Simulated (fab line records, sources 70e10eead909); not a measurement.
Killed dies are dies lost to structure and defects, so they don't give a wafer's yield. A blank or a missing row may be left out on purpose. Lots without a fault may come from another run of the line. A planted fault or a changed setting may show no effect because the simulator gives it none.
Which tool did it? | flow nand_harc | 6 lots, 18 wafers sampled, at 5 steps of a route of 1159

WHAT THE GAUGES READ, wafer by wafer
NHARC_END_SORT_01.
lot  | measured     | on        | killed_at_other
L996 | day 20 05:53 | prober-02 | 0 0 0
L103 | day 21 11:05 | prober-01 | 0 1 1
L107 | day 22 13:28 | prober-02 | 0 1 1

WHICH TOOL RAN EACH LOT (tool, then ch and the chambers of the sampled wafers, then the start)
lot  | NHARC_A_STAIRCASE_ETCH_453         | NHARC_THIN_TSV_ETCH_15           | NHARC_THIN_TSV_ANNEAL_52         | NHARC_THIN_TSV_PRE_CLEAN_54
L996 | rie_diel-07 ch 2,3, day 12 13:18   | rie_si-03 ch 0,1,3, day 19 08:10 | rtp_anneal-02 ch 0, day 19 15:02 | pvd_sputter-01, day 19 15:45
L101 | rie_diel-07 ch 0,1,2, day 12 22:20 | rie_si-03 ch 2,3, day 20 09:35   | rtp_anneal-02 ch 0, day 20 12:47 | pvd_sputter-03, day 20 13:41
L103 | rie_diel-07 ch 0,3, day 14 02:36   | rie_si-03 ch 1,2,3, day 20 20:19 | rtp_anneal-02 ch 0, day 20 23:38 | pvd_sputter-02, day 21 00:29
L107 | rie_diel-08 ch 0,1,3, day 14 21:13 | rie_si-05 ch 0,1,3, day 21 23:08 | rtp_anneal-01 ch 0, day 22 02:37 | pvd_sputter-01, day 22 03:30
L111 | rie_diel-02 ch 1,3, day 15 13:17   | rie_si-05 ch 0,1,2, day 22 05:37 | rtp_anneal-02 ch 0, day 22 08:47 | pvd_sputter-01, day 22 09:41
L113 | rie_diel-02 ch 0,2, day 16 03:21   | rie_si-02 ch 0,1, day 22 23:52   | rtp_anneal-02 ch 0, day 23 03:00 | pvd_sputter-03, day 23 03:53
- NHARC_A_STAIRCASE_ETCH_453: etches the open film in CF4/O2, target depth 30 nm, overetch 3 nm, time 16.5 s.
- NHARC_THIN_TSV_ETCH_15: target depth 3000 nm, bosch target overetch cycles 2, bosch etch step 2.8 s.
- NHARC_THIN_TSV_ANNEAL_52: time 90 s.
- NHARC_THIN_TSV_PRE_CLEAN_54: time 30 s.

THE ANSWER, worked out from the rows above alone
Rule: what is usual is taken from the lots themselves. Put in order of their means at a reading, lots are off if they are a third of the lots or fewer, leave a main group of 4 or more, and stand apart from it by a gap of 3 or more times the standard deviation of the main group's means; of several such gaps the widest counts. A main group whose means are all the same, to the digits that the tables above print for the reading, isn't used. A lot without any number at a reading at which 4 lots or more have one is off too. The other lots that the step has rows for count as sound.
No lot is off at any reading shown: from this, nothing can be told.

WHAT THE SIMULATOR HAD PUT IN
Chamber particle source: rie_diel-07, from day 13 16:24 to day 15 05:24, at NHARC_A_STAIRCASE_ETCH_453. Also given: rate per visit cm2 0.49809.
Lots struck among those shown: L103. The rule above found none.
